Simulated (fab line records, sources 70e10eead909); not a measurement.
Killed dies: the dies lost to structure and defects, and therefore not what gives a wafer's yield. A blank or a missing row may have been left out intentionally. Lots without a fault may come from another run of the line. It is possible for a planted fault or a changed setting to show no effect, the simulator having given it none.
8D (eight disciplines) problem report, filled in by code / flow nandHarc / the parts of the form that need people (team, actions taken, sign-off) are left out

## 1. WHAT WENT WRONG
timeToEndpointS at NHARC_A_BLC_CMP_25 reads a mean of 15.9 s on 2 wafers of 1 lot; wafers without a fault read 30.3 s with a standard deviation of 2.6. That puts it -5.5 standard deviations away from the usual mean.
The step: polishes, t overpolish 30 s, target thk 150 nm.
First seen on wafer L778.1, day 20 00:31, on cmp-02. The record holds 36 wafers of 12 lots with a number at this step. By rule, "out" or "out of limits" means more than 4 standard deviations away from the usual mean. All remaining wafers that have a number are taken as sound.

## 2. WHAT IT IS, AND WHAT IT ISN'T
question=which readings at this step | is=timeToEndpointS | is not=motorCurrentA, overpolishRunS
question=which lots | is=L778 | is not=L770, L771, L772, L773, L774, L775, L776, L777, L783, L791, L792
question=which wafers of those lots | is=L778.1, L778.3 | is not=L778.2
question=read on which tools | is=cmp-02 | is not=cmp-01, cmp-03
question=when | is=from day 20 00:31 | is not=up to then (25 sound wafers); but 9 sound wafers of L783, L791, L792 came after

## 3. WHAT RULES OUT EACH SUSPECT
Counting: a tool at a process step up to the reading stays a suspect if it ran every lot that is out. Sound lots after the first of them don't rule it out here, since some wafers of a struck lot are sound.
- aldMetal-02 at NHARC_A_CONTACT_ALD_18 (deposits TiN, target thk 3 nm, pulse time 1 s, ald cycles 150): kept. It ran the lot that is out, L778 (day 19 14:47); its last sound lot up to then is L777 (day 19 01:42).
- cvdW-02 at NHARC_A_BLC_CVD_24 (deposits W, target thk 150 nm, time 434 s): kept. It ran the lot that is out, L778 (day 19 23:57); its last sound lot up to then is L777 (day 19 08:59).
- cmp-02 at NHARC_A_BLC_CMP_25 (polishes, t overpolish 30 s, target thk 150 nm): kept. It ran the lot that is out, L778 (day 20 00:31); its last sound lot up to then is L771 (day 17 22:23). Its own readings are out on those wafers: timeToEndpointS.
- Within aldMetal-02 at NHARC_A_CONTACT_ALD_18: the wafers that are out ran in chambers 1, 3; their sound lot-mates ran in chamber 0.
- The sound lot-mates ran in chamber 1 of cvdW-02 at NHARC_A_BLC_CVD_24, but the wafers that are out ran in chamber 0.
- Within cmp-02 at NHARC_A_BLC_CMP_25: the wafers that are out ran in chambers 0, 1; their sound lot-mates ran in chamber 3.
After the count, these remain: aldMetal-02 at NHARC_A_CONTACT_ALD_18, cvdW-02 at NHARC_A_BLC_CVD_24 and cmp-02 at NHARC_A_BLC_CMP_25.

## 4. THE CAUSE (what the simulator had put in)
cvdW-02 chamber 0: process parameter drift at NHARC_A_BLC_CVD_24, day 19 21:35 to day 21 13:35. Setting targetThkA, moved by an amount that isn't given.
This tool is one of the 3 suspects left after counting.

## 5. THE EFFECT CHAIN, in route order
Each row: a reading whose mean over the struck wafers that have a number lies more than 3 standard deviations from the usual. Readings are gone through only where the record gives a usual standard deviation; hours: the median, over the lots, of the time from a lot's start at the first step in this table giving one to that lot's start at this step; sigmas: the change measured in usual standard deviations.
hours=0; step=NHARC_A_BLC_CMP_25; reading=timeToEndpointS; usual=30.3 s; on struck wafers=15.9; change=-14.4; sigmas=-5.5
Here are the process steps it includes:
- NHARC_A_BLC_CMP_25: polishes, t overpolish 30 s, target thk 150 nm.
Later steps that measure or inspect, where all struck wafers having a row at the step show a number for every such reading and not one has moved that far: NHARC_END_SORT_01.

## 6. HOW IT WOULD HAVE BEEN CAUGHT EARLIER
First out-of-limits reading in this record: day 20 00:31, which is 3 hours after fault onset at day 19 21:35.
Tool readings at NHARC_A_BLC_CVD_24 with a usual standard deviation given in the record: none out on any struck wafer, hence no alarm at a limit of 4 standard deviations on them.
Lots out: 1; all had begun NHARC_A_BLC_CVD_24 on cvdW-02 by day 20 00:31. None of them would have been spared by holding the tool at that moment.
